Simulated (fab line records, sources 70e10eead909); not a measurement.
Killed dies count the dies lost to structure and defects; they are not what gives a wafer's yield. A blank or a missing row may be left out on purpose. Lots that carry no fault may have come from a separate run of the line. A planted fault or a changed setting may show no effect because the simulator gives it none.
Which tool is to blame?    flow nand-harc    13 lots, 39 wafers sampled, at 4 steps of a route of 1302

## WHAT EACH GAUGE READ, for each wafer
NHARC_P_ZERO_WELL_CD_MEAS_24: target cd 720 nm.
lot   measured      on         cd-nm (nm)
L264  day 1 22:35   cd-sem-02  718.2 720.1 719.8
L265  day 2 08:35   cd-sem-01  720.1 720.7 720.8
L266  day 2 18:50   cd-sem-03  719.2 720.6 719.6
L270  day 4 10:38   cd-sem-01  - - -
L277  day 7 08:36   cd-sem-01  719.8 717.8 718.3
L279  day 8 04:40   cd-sem-03  721.3 722.0 720.4
L280  day 8 14:35   cd-sem-01  719.7 719.2 718.8
L281  day 9 00:50   cd-sem-02  720.5 717.5 719.0
L282  day 9 10:29   cd-sem-03  718.9 718.3 719.1
L283  day 9 20:27   cd-sem-02  719.6 719.5 718.5
L284  day 10 06:36  cd-sem-03  721.1 720.6 720.1
L286  day 11 02:43  cd-sem-01  720.6 722.0 719.7
L287  day 11 12:36  cd-sem-03  719.1 719.5 719.5

NHARC_P_STI_OCD_MEAS_43.
lot   measured      on      trench-depth-nm (nm)  trench-foot-cd-nm (nm)
L264  day 3 03:49   ocd-01  300.3 301.2 299.0     158.7 155.6 157.6
L265  day 3 10:25   ocd-02  304.9 296.9 299.0     154.2 155.1 157.9
L266  day 3 17:10   ocd-02  301.7 299.8 300.5     158.9 160.7 158.7
L277  day 8 08:04   ocd-01  303.6 297.9 303.5     157.5 158.7 158.1
L279  day 9 02:10   ocd-02  294.2 297.8 300.3     162.1 159.3 158.5
L280  day 9 12:50   ocd-02  303.4 300.2 302.4     158.0 160.9 159.0
L281  day 9 23:46   ocd-01  298.2 300.5 300.2     158.4 156.6 158.0
L282  day 10 07:13  ocd-02  299.9 300.9 300.8     159.1 158.4 159.4
L283  day 10 18:49  ocd-02  296.4 304.5 302.6     155.6 156.0 154.8
L284  day 11 06:21  ocd-02  301.9 299.9 303.6     158.5 160.4 158.6
L286  day 12 03:14  ocd-02  295.6 296.6 297.4     156.6 155.9 156.1
L287  day 12 13:18  ocd-01  298.4 298.2 299.5     155.3 155.7 158.1

## WHAT TOOL EACH LOT RAN ON (gives the tool, then ch and the chambers of the sampled wafers, and finally the start)
lot   NHARC_P_ZERO_WELL_EXPOSE_21        NHARC_P_ZERO_WELL_RTA_42
L264  krf-scanner-01 ch 0, day 1 22:26   rtp-anneal-01 ch 0, day 2 03:00
L265  krf-scanner-02 ch 0, day 2 08:26   rtp-anneal-01 ch 0, day 2 12:58
L266  krf-scanner-01 ch 0, day 2 18:41   rtp-anneal-01 ch 0, day 2 23:16
L270  krf-scanner-02 ch 0, day 4 10:28   rtp-anneal-02 ch 0, day 4 14:50
L277  krf-scanner-01 ch 0, day 7 08:27   rtp-anneal-02 ch 0, day 7 12:54
L279  krf-scanner-02 ch 0, day 8 04:31   rtp-anneal-02 ch 0, day 8 09:18
L280  krf-scanner-01 ch 0, day 8 14:26   rtp-anneal-02 ch 0, day 8 18:58
L281  krf-scanner-02 ch 0, day 9 00:41   rtp-anneal-02 ch 0, day 9 05:29
L282  krf-scanner-02 ch 0, day 9 10:20   rtp-anneal-01 ch 0, day 9 14:58
L283  krf-scanner-02 ch 0, day 9 20:18   rtp-anneal-01 ch 0, day 10 00:56
L284  krf-scanner-04 ch 0, day 10 06:26  rtp-anneal-02 ch 0, day 10 10:53
L286  krf-scanner-04 ch 0, day 11 02:33  rtp-anneal-01 ch 0, day 11 07:04
L287  krf-scanner-02 ch 0, day 11 12:26  rtp-anneal-02 ch 0, day 11 16:59
- NHARC_P_ZERO_WELL_EXPOSE_21: exposes mask P NWELL, target cd 720 nm.
- NHARC_P_ZERO_WELL_RTA_42: time 300 s.

## WHAT THE TOOLS THEMSELVES READ (means of the sampled wafers that have a number; where no wafer has one, the mark that the record gives instead)
NHARC_P_ZERO_WELL_RTA_42.
lot   tool           lamp-power-pct (%)  wafer_temp_C_max
L264  rtp-anneal-01  36.5                1104.9
L265  rtp-anneal-01  36.5                1105.4
L266  rtp-anneal-01  36.4                1105.5
L270  rtp-anneal-02  40.8                1105.9
L277  rtp-anneal-02  40.8                1105.6
L279  rtp-anneal-02  40.8                1106.0
L280  rtp-anneal-02  40.8                1106.4
L281  rtp-anneal-02  40.9                1106.1
L282  rtp-anneal-01  36.5                1104.7
L283  rtp-anneal-01  36.5                1103.8
L284  rtp-anneal-02  40.8                1107.7
L286  rtp-anneal-01  36.4                1105.0
L287  rtp-anneal-02  40.9                1105.2

## THE ANSWER, worked out from the rows above alone
Rule: usual is defined by the lots themselves. Put in order of their means at a reading, lots are off if they are a third of the lots or fewer, leave a main group of 4 or more, and stand apart from it by a gap of 3 or more times the standard deviation of the main group's means; of several such gaps the widest counts. Not used: any main group whose means are identical at the precision the tables above print for the reading. A lot without any number at a reading at which 4 lots or more have one is off too. The other lots that the step has rows for count as sound. Order of review: gauges by route order, followed by the tools' own readings, for which a lot's mean as printed above is used. The first step at which some lot is off is used, and at that step the reading that is off furthest; a lot without a number counts as furthest.
Off, at NHARC_P_ZERO_WELL_CD_MEAS_24 on cd-nm: L270. Without a number there: L270. The main group: mean 719.7 nm, standard deviation 0.83.
If a tool, at a process step before that reading, ran all the lots that are off and no sound lot after the first of them, it fits. Gauges at NHARC_P_ZERO_WELL_CD_MEAS_24: tried the same way as those tools. Of those tried, none fits.

## WHAT THE SIMULATOR HAD PUT IN
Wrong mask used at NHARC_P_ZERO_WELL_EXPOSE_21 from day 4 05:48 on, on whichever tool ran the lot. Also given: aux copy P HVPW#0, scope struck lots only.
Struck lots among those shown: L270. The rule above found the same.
